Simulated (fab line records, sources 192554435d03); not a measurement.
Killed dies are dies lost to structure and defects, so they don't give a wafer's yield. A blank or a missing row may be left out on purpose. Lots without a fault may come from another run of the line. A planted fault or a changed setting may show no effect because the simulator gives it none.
fab line records | flow n5_finfet
record lots=6 wafers=16 last_day=17
route steps=1938 shown SDB@356 BEOL_M4@1111
lots that met no fault: from a run of the same line without faults
start_h: hours from the record's first day to the start of the lot's first wafer shown | wait_h: hours since the lot's step before | " the same as in the row above | L1.1+2: a row that stands for several wafers | - no value, or no start given | * or withheld: withheld | < > ~ a bound
route shown NAME@n: a module of which the file shows steps, and the number in the route of the first | usual: mean/standard deviation of fault-free wafers | same: alike in all rows | chamber/n: place in a boat | sites: the reading at each site | _std_site: their standard deviation | _edge_site: outer sites' mean less inner sites' | radius_mm: how far each site lies from the wafer's centre | mask NAME#n: copy n | behind: the tool/chamber that last shaped the wafer | hold: why the lot was held/for how many hours/how that ended | device: the transistor (n, p or np) that didn't switch | end of line: the same wafers' tests at the end of the route | a step without rows: its recipe alone | killed: dies lost to structure and defects at the first sort, not the wafer's yield | map: a wafer's dies, x killed, . not, _ none there
set.NAME: the setting as run; set.NAME@STEP: as run at that earlier step | model.NAME: the simulator's own value behind a step, which no gauge read
lots at some steps of the route; a table a step, a row a wafer
services: from which hour (start_h, from the record's first day; less than 0 if before it) a tool's chamber was out of use, for how many hours, and why
## steps
# step N5_SDB_CD_MEAS_11
# recipe target_cd_nm=50 landing_energy_ev=500 detector=se_inlens polarity=opening
# usual cd_nm=50.5/1.1
# columns lot.wafer tool chamber start_h wait_h cd_nm
L153.1 cd_sem-03 0 109.63 - 51.5
L153.3 " 0 " " 50.9
L153.4 " 0 " " 49.8
L157.1 cd_sem-03 0 131.89 - 48.8
L157.2 " 0 " " 50.3
L157.4 " 0 " " 49.6
L159.2 cd_sem-01 0 145.81 - 49.2
L159.4 " 0 " " 50.2
L159.5 " 0 " " 50.3
L160.3 cd_sem-02 0 153.89 - 51.0
L160.5 " 0 " " 50.0
L160.6 " 0 " " 50.1
L166.5 cd_sem-02 0 186.98 - 53.2
L166.6 " 0 " " 51.4
L168.1 cd_sem-02 0 197.63 - 49.5
L168.5 " 0 " " 50.0
# step N5_SDB_OVL_MEAS_12
# recipe points_per_wafer=44
# usual SDB_OVL=0.1/0.79
# columns lot.wafer tool chamber start_h wait_h SDB_OVL[nm]
L153.1 overlay-01 0 109.66 0.0 -0.7
L153.3 " 0 " " -0.7
L153.4 " 0 " " -0.9
L157.1 overlay-02 0 131.92 0.0 0.9
L157.2 " 0 " " 1.2
L157.4 " 0 " " -0.4
L159.2 overlay-02 0 145.84 0.0 0.1
L159.4 " 0 " " 0.1
L159.5 " 0 " " 0.8
L160.3 overlay-01 0 153.92 0.0 -0.9
L160.5 " 0 " " -1.4
L160.6 " 0 " " -0.8
L166.5 overlay-02 0 187.00 0.0 0.6
L166.6 " 0 " " -0.6
L168.1 overlay-02 0 197.66 0.0 -0.5
L168.5 " 0 " " -0.2
# step N5_SDB_INSPECT_13
# recipe mode=adi inspect_instrument=brightfield
# usual raw_defect_count=67/26
# columns lot.wafer tool chamber start_h wait_h raw_defect_count
L153.1 defect_inspect-02 - 109.68 0.0 77
L153.3 " - " " 43
L153.4 " - " " 124
L157.1 defect_inspect-01 - 131.95 0.0 41
L157.2 " - " " 49
L157.4 " - " " 55
L159.2 defect_inspect-01 - 145.87 0.0 39
L159.4 " - " " 56
L159.5 " - " " 69
L160.3 defect_inspect-01 - 153.94 0.0 42
L160.5 " - " " 60
L160.6 " - " " 46
L166.5 defect_inspect-02 - 187.03 0.0 47
L166.6 " - " " 104
L168.1 defect_inspect-02 - 197.69 0.0 64
L168.5 " - " " 78
# step N5_SDB_DESCUM_16
# recipe chemistry=O2 time_s=7.9 source_power_w=50 bias_power_w=20 pressure_mtorr=20 rf_frequency_hz=2.712e+07 temp_c=40 resist=CAR-ArF o2_flow_sccm=225
# step N5_SDB_ETCH_17
# recipe chemistry=CF4 target=SiARC target_depth_a=234 mask_material=CAR-ArF time_s=39 ion_energy_ev=80 pressure_mtorr=40 source_w=545 bias_w=36 Ar_flow_sccm=100 cf4_flow_sccm=100 ends=cleared
# usual drypump_motor_current_A=5.8/0.43 etch_rf_on_time_s=39.0/0.84 oes_product_au=0.68/0.082 rf_vpp_V=184.2/1.1 showerhead_plenum_p_Torr=2.14/0.069 throttle_valve_pct=15.55/0.19
# columns lot.wafer tool chamber start_h wait_h drypump_motor_current_A etch_rf_on_time_s oes_product_au rf_hours_counter_h rf_vpp_V showerhead_plenum_p_Torr throttle_valve_pct
L153.1 rie_diel-03 0 109.75 0.0 5.8 40.5 0.57 250 182.5 2.12 15.84
L153.3 " 3 " " 6.1 38.8 0.76 30 184.1 2.18 15.48
L153.4 " 0 " " 5.7 40.7 0.57 - 184.1 2.12 15.82
L157.1 rie_diel-02 2 132.31 0.0 5.9 38.6 0.65 153 184.6 2.05 15.61
L157.2 " 0 " " 5.9 37.8 0.78 35 183.9 2.18 15.38
L157.4 " 1 " " 5.6 37.9 0.60 220 182.9 2.03 15.70
L159.2 rie_diel-03 2 146.27 0.0 4.8 38.5 0.59 263 181.9 2.10 15.91
L159.4 " 3 " " 6.1 38.8 0.73 - 184.2 2.17 15.50
L159.5 " 1 " " 6.2 39.1 0.81 - 184.0 2.19 15.42
L160.3 rie_diel-02 2 154.01 0.0 5.9 38.5 0.65 161 184.4 2.05 15.63
L160.5 " 3 " " 6.3 40.3 0.60 - 185.0 2.21 15.39
L160.6 " 2 " " 5.9 38.9 0.64 - 181.5 2.05 15.63
L166.5 rie_diel-04 2 187.35 0.0 6.3 39.1 0.60 - 183.2 2.11 15.83
L166.6 " 1 " " 5.7 39.3 0.64 - 184.4 2.22 15.55
L168.1 rie_diel-03 0 197.88 0.0 5.7 38.0 0.80 13 183.0 2.11 15.38
L168.5 " 2 " " 4.8 38.3 0.82 - 183.0 2.10 15.40
# step N5_SDB_ETCH_18
# recipe chemistry=N2/H2 target=SOC target_depth_a=1000 overetch_a=200 mask_material=SiARC temp_c=40 time_s=150 ion_energy_ev=200 pressure_mtorr=30 source_w=840 bias_w=150 n2_flow_sccm=200 h2_flow_sccm=200
# usual drypump_motor_current_A=5.8/0.43 oes_product_au=0.71/0.082 rf_vpp_V=524.1/2.4 showerhead_plenum_p_Torr=2.55/0.082 throttle_valve_pct=17.77/0.19
# columns lot.wafer tool chamber start_h wait_h drypump_motor_current_A oes_product_au rf_hours_counter_h rf_vpp_V showerhead_plenum_p_Torr throttle_valve_pct
L153.1 rie_diel-03 0 109.79 0.0 5.8 0.62 250 521.8 2.50 18.11
L153.3 " 3 " " 6.1 0.80 30 525.2 2.59 17.69
L153.4 " 0 " " 5.7 0.61 - 523.9 2.50 18.14
L157.1 rie_diel-02 2 132.34 0.0 5.9 0.67 153 521.1 2.46 17.99
L157.2 " 0 " " 5.9 0.81 35 524.8 2.58 17.62
L157.4 " 1 " " 5.6 0.62 220 521.1 2.40 17.77
L159.2 rie_diel-03 2 146.30 0.0 4.8 0.61 264 521.3 2.49 18.01
L159.4 " 3 " " 6.0 0.77 - 526.0 2.58 17.72
L159.5 " 1 " " 6.3 0.85 - 525.7 2.61 17.78
L160.3 rie_diel-02 2 154.04 0.0 5.9 0.67 161 521.6 2.45 18.00
L160.5 " 3 " " 6.3 0.64 - 526.3 2.64 17.63
L160.6 " 2 " " 5.9 0.67 - 521.8 2.45 18.01
L166.5 rie_diel-04 2 187.43 0.1 6.3 0.63 - 522.8 2.50 17.99
L166.6 " 1 " " 5.7 0.67 - 527.3 2.64 17.81
L168.1 rie_diel-03 0 197.92 0.0 5.7 0.83 13 523.0 2.49 17.74
L168.5 " 2 " " 4.8 0.84 - 523.0 2.48 17.51
# step N5_SDB_STRIP_19
# recipe chemistry=N2/H2 temp_c=40 n2_flow_sccm=200 h2_flow_sccm=200 rf_frequency_hz=6e+07
# step N5_SDB_STRIP_21
# recipe chemistry=CF4 resist=SiARC power_w=300 bias_power_w=75 pressure_mtorr=50 cf4_flow_sccm=150 rf_frequency_hz=6e+07
# usual drypump_motor_current_A=5.8/0.43 oes_product_au=0.78/0.09 power_w=300.0/0.99 rf_vpp_V=271.1/1.4 showerhead_plenum_p_Torr=1.79/0.056 throttle_valve_pct=13.52/0.2
# columns lot.wafer tool chamber start_h wait_h drypump_motor_current_A oes_product_au power_w rf_hours_counter_h rf_vpp_V showerhead_plenum_p_Torr throttle_valve_pct
L153.1 rie_diel-03 0 109.93 0.0 5.7 0.68 300.4 250 269.7 1.77 13.82
L153.3 " 3 " " 6.1 0.88 300.9 30 272.2 1.83 13.44
L153.4 " 0 " " 5.7 0.68 301.3 - 269.7 1.77 13.82
L157.1 rie_diel-02 2 132.48 0.0 5.9 0.74 299.1 153 270.4 1.71 13.57
L157.2 " 0 " " 5.9 0.89 300.7 35 272.4 1.83 13.33
L157.4 " 1 " " 5.6 0.69 300.0 220 270.2 1.71 13.73
L159.2 rie_diel-03 2 146.44 0.0 4.8 0.69 299.5 264 270.3 1.75 13.89
L159.4 " 3 " " 6.1 0.85 300.7 - 270.2 1.82 13.48
L159.5 " 1 " " 6.2 0.93 298.8 - 272.5 1.82 13.28
L160.3 rie_diel-02 2 154.18 0.0 5.9 0.74 300.6 161 269.7 1.71 13.60
L160.5 " 3 " " 6.3 0.71 300.5 - 272.2 1.84 13.40
L160.6 " 2 " " 5.9 0.74 300.8 - 269.6 1.71 13.60
L166.5 rie_diel-04 2 187.52 0.0 6.3 0.70 298.8 - 271.3 1.76 13.77
L166.6 " 1 " " 5.7 0.74 302.3 - 272.3 1.86 13.54
L168.1 rie_diel-03 0 198.06 0.0 5.7 0.92 299.1 13 270.6 1.76 13.28
L168.5 " 2 " " 4.8 0.93 300.0 - 270.5 1.75 13.28
# step N5_SDB_HM_OPEN_20
# recipe chemistry=CH3F/O2 target=SiNx mask_material=SOC target_depth_a=240 stop_on=poly-Si over_etch_frac=0.4 ion_energy_ev=120 pressure_mtorr=30 source_w=395 bias_w=73 Ar_flow_sccm=150 CH3F_flow_sccm=30 O2_flow_sccm=20
# step N5_SDB_STRIP_22
# recipe chemistry=N2/H2 power_w=1000 temp_c=250 h2_frac=0.65 overash_fraction=0.3 pressure_mtorr=withheld n2_flow_sccm=1750 h2_flow_sccm=3250
# usual drypump_motor_current_A=5.69/0.23 heater_power_w=343/53 oes_product_au=0.715/0.0048 strip_time_to_endpoint_s=96.3/0.35
# columns lot.wafer tool chamber start_h wait_h drypump_motor_current_A heater_power_w oes_product_au rf_hours_counter_h strip_time_to_endpoint_s
L153.1 plasma_asher-02 1 110.03 0.1 5.48 330 0.718 96 96.5
L153.3 " 0 " " 6.02 438 0.712 - 95.9
L153.4 " 1 " " 5.48 328 0.713 - 97.1
L157.1 plasma_asher-02 0 132.58 0.1 6.03 420 0.708 99 96.9
L157.2 " 1 " " 5.47 325 0.712 99 95.9
L157.4 " 0 " " 6.02 436 0.706 - 96.7
L159.2 plasma_asher-01 0 146.54 0.1 5.50 305 0.718 50 96.2
L159.4 " 1 " " 5.78 300 0.713 - 96.4
L159.5 " 1 " " 5.75 296 0.717 - 96.7
L160.3 plasma_asher-01 0 154.32 0.1 5.48 308 0.704 - 96.0
L160.5 " 0 " " 5.54 298 0.717 - 96.3
L160.6 " 1 " " 5.74 296 0.715 - 96.4
L166.5 plasma_asher-02 1 187.69 0.1 5.47 336 0.709 - 96.3
L166.6 " 0 " " 6.03 432 0.717 - 96.5
L168.1 plasma_asher-01 0 198.16 0.1 5.50 306 0.710 59 95.8
L168.5 " 1 " " 5.75 300 0.720 - 96.4
# step N5_SDB_PRECLEAN_23
# recipe chemistry=dHF time_s=30 temp_c=25 dilution=withheld
# step N5_SDB_DUMMY_REMOVE_24
# recipe chemistry=TMAH temp_c=70 target=poly-Si stop_on=SiO2 target_depth_nm=142 conc_wt_pct=5 time_s=57 dry=ipa_marangoni rinse_time_s=30 rinse_temp_c=23
# step N5_SDB_ETCH_25
# recipe chemistry=C4F6/O2 target=SiO2 target_depth_a=100 time_s=3.3 ion_energy_ev=250 mask_material=SiNx pressure_mtorr=30 source_w=345 bias_w=185 Ar_flow_sccm=300 C4F6_flow_sccm=10 O2_flow_sccm=10
# usual drypump_motor_current_A=5.8/0.39 oes_o_777_au=0.80/0.084 oes_product_au=0.80/0.096 rf_vpp_V=667/17 showerhead_plenum_p_Torr=2.87/0.11 throttle_valve_pct=21.14/0.18
# columns lot.wafer tool chamber start_h wait_h drypump_motor_current_A oes_o_777_au oes_product_au rf_hours_counter_h rf_vpp_V showerhead_plenum_p_Torr throttle_valve_pct model.etch.depth_nm
L153.1 rie_diel-04 3 110.25 0.0 5.5 0.87 0.86 41 636 2.77 20.89 10.15
L153.3 " 0 " " 5.5 0.94 0.98 6 680 3.06 20.99 10.29
L153.4 " 2 " " 6.3 0.73 0.72 219 664 2.84 21.41 10.04
L157.1 rie_diel-02 0 133.39 0.6 5.9 0.88 0.91 36 684 2.90 21.03 10.31
L157.2 " 2 " " 5.9 0.78 0.75 154 640 2.74 21.21 9.886
L157.4 " 1 " " 5.6 0.73 0.69 221 652 2.69 21.14 9.921
L159.2 rie_diel-04 3 147.22 0.0 5.5 0.87 0.85 50 635 2.77 20.90 10.01
L159.4 " 0 " " 5.5 0.91 0.94 14 680 3.05 20.98 10.12
L159.5 " 0 " " 5.5 0.91 0.93 - 679 3.05 20.98 10.15
L160.3 rie_diel-03 2 154.77 0.3 4.8 0.70 0.68 266 671 2.81 21.49 9.959
L160.5 " 3 " " 6.1 0.83 0.87 - 687 2.88 21.08 10.1
L160.6 " 1 " " 6.3 0.93 0.94 - 679 2.94 21.24 10
L166.5 rie_diel-04 3 187.86 0.1 5.5 0.85 1.03 - 635 2.76 21.11 13.86
L166.6 " 0 " " 5.5 0.88 0.91 - 680 3.05 21.01 10.23
L168.1 rie_diel-04 1 198.38 0.0 5.7 0.74 0.93 182 672 2.96 21.31 13.99
L168.5 " 2 " " 6.3 0.71 0.87 - 663 2.83 21.59 13.97
# step N5_SDB_CUT_ETCH_26
# recipe chemistry=HBr/Cl2/O2 target=Si target_depth_a=1296 bt_time_s=20 mask_material=SiNx time_s=51.8 ion_energy_ev=* bias_w=* pressure_mtorr=10 icp_w=800 HBr_flow_sccm=150 Cl2_flow_sccm=80 O2_flow_sccm=12
# usual drypump_motor_current_A=5.8/0.31 oes_o_777_au=1.01/0.042 oes_product_au=0.999/0.018 throttle_valve_pct=37.13/0.29
# columns lot.wafer tool chamber start_h wait_h drypump_motor_current_A oes_o_777_au oes_product_au rf_hours_counter_h throttle_valve_pct
L153.1 rie_si-02 1 110.33 0.1 5.2 0.99 0.999 41 37.77
L153.3 " 0 " " 6.0 0.94 0.965 85 37.03
L153.4 " 2 " " 5.9 1.02 1.000 122 37.10
L157.1 rie_si-02 2 133.48 0.1 5.9 1.02 0.987 122 37.11
L157.2 " 3 " " 5.6 1.06 0.978 80 36.95
L157.4 " 1 " " 5.2 0.99 1.007 41 37.78
L159.2 rie_si-04 3 147.30 0.1 5.9 1.07 1.012 96 37.35
L159.4 " 0 " " 5.5 1.04 0.988 168 36.81
L159.5 " 3 " " 5.9 1.07 1.006 - 37.33
L160.3 rie_si-06 1 154.85 0.1 5.8 0.99 0.990 23 37.19
L160.5 " 1 " " 5.8 1.00 0.989 - 37.19
L160.6 " 2 " " 6.4 0.95 1.019 - 37.16
L166.5 rie_si-02 3 187.96 0.1 5.6 1.06 0.987 - 36.94
L166.6 " 2 " " 5.8 1.02 0.999 - 37.10
L168.1 rie_si-02 1 198.46 0.1 5.2 1.00 1.003 42 37.80
L168.5 " 3 " " 5.7 1.06 0.984 - 36.93
# step N5_BEOL_M4_RC_MEAS_101
# usual DIBL_N=36.0/1.7 DIBL_P=35.8/2 IOFF_N=0.15/0.03 IOFF_P=0.20/0.037 ION_N=670/12 ION_P=460/7.2 SS_N=71.5/0.68 SS_P=73.2/0.65 VT_N=250/3.1 VT_P=-251/3.4
# columns lot.wafer tool chamber start_h wait_h DIBL_N[mV/V] DIBL_P[mV/V] IOFF_N[nA/um] IOFF_P[nA/um] ION_N[uA/um] ION_P[uA/um] SS_N[mV/dec] SS_P[mV/dec] VT_N[mV] VT_P[mV]
L153.1 prober-01 0 208.96 0.0 38.7 39.7 0.21 0.25 689 466 72.3 74.0 251 -249
L153.3 " 0 " " 36.3 37.1 0.17 0.20 684 463 71.6 72.8 249 -251
L153.4 " 0 " " 37.2 37.7 0.17 0.21 676 463 71.8 73.4 252 -250
L157.1 prober-01 0 243.61 0.0 38.3 37.8 0.17 0.24 676 469 72.2 74.1 251 -246
L157.2 " 0 " " 35.9 35.9 0.14 0.22 669 463 71.9 73.5 251 -247
L157.4 " 0 " " 36.1 33.7 0.13 0.18 646 451 71.4 72.9 254 -251
L159.2 prober-01 0 255.17 0.2 34.9 33.4 0.12 0.16 661 460 71.3 72.5 253 -253
L159.4 " 0 " " 36.6 35.5 0.14 0.19 663 456 71.4 73.0 251 -250
L159.5 " 0 " " 36.3 35.3 0.14 0.19 667 458 72.2 73.2 252 -251
L160.3 prober-02 0 262.19 0.3 36.8 37.2 0.16 0.18 678 457 71.9 72.5 249 -254
L160.5 " 0 " " 36.6 38.0 0.16 0.21 671 464 72.1 73.4 251 -251
L160.6 " 0 " " 36.4 36.4 0.15 0.19 678 463 72.2 73.1 248 -251
L166.5 prober-02 0 299.71 0.6 34.3 33.2 0.12 0.17 653 452 70.4 72.3 250 -254
L166.6 " 0 " " 35.8 35.1 0.14 0.19 661 457 71.2 72.5 254 -254
L168.1 prober-02 0 305.10 0.0 36.5 36.3 0.16 0.22 680 466 71.0 73.4 249 -250
L168.5 " 0 " " 35.7 35.3 0.15 0.20 684 465 70.8 73.3 247 -252
## services
# columns tool chamber start_h hours kind
rie_diel-02 0 91.45 11.1 repair
plasma_asher-02 - 94.49 0.5 repair
rie_diel-02 3 99.64 9.0 repair
rie_diel-03 1 103.52 - clean
rie_diel-03 1 103.52 - consumable_replace:esc
rie_diel-03 1 103.52 - consumable_replace:focus_ring
rie_diel-03 1 103.52 35.4 scheduled_down
rie_diel-03 1 103.52 35.4 vent_cycle
plasma_asher-02 - 115.07 5.4 repair
rie_diel-02 3 117.67 8.6 repair
rie_diel-04 - 122.84 15.6 pm
rie_si-02 - 131.47 0.4 repair
rie_diel-03 0 138.96 - clean
rie_diel-03 0 138.96 - consumable_replace:focus_ring
rie_diel-03 0 138.96 29.5 scheduled_down
rie_diel-03 0 138.96 29.5 vent_cycle
plasma_asher-01 - 156.58 0.9 repair
rie_si-04 2 157.17 3.0 repair
rie_diel-03 2 168.82 - clean
rie_diel-03 2 168.82 - consumable_replace:focus_ring
rie_diel-03 2 168.82 20.2 scheduled_down
rie_diel-03 2 168.82 20.2 vent_cycle
plasma_asher-01 - 177.33 0.8 repair
rie_si-02 1 178.55 1.8 repair
## key
first_sign none at tools or gauges
model_effect step=N5_SDB_ETCH_25 value=etch.depth_nm without=9.91 struck=13.94
met_at N5_SDB_ETCH_25
struck_wafers L166.5,L168.1,L168.5
onset_between 147.22 187.86
fault kind=process_parameter_drift tool=rie_diel-04 chamber=- onset_h=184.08 steps=N5_SDB_ETCH_25 channel=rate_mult offset=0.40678 shape=step end_h=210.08 scope=struck_wafers_only
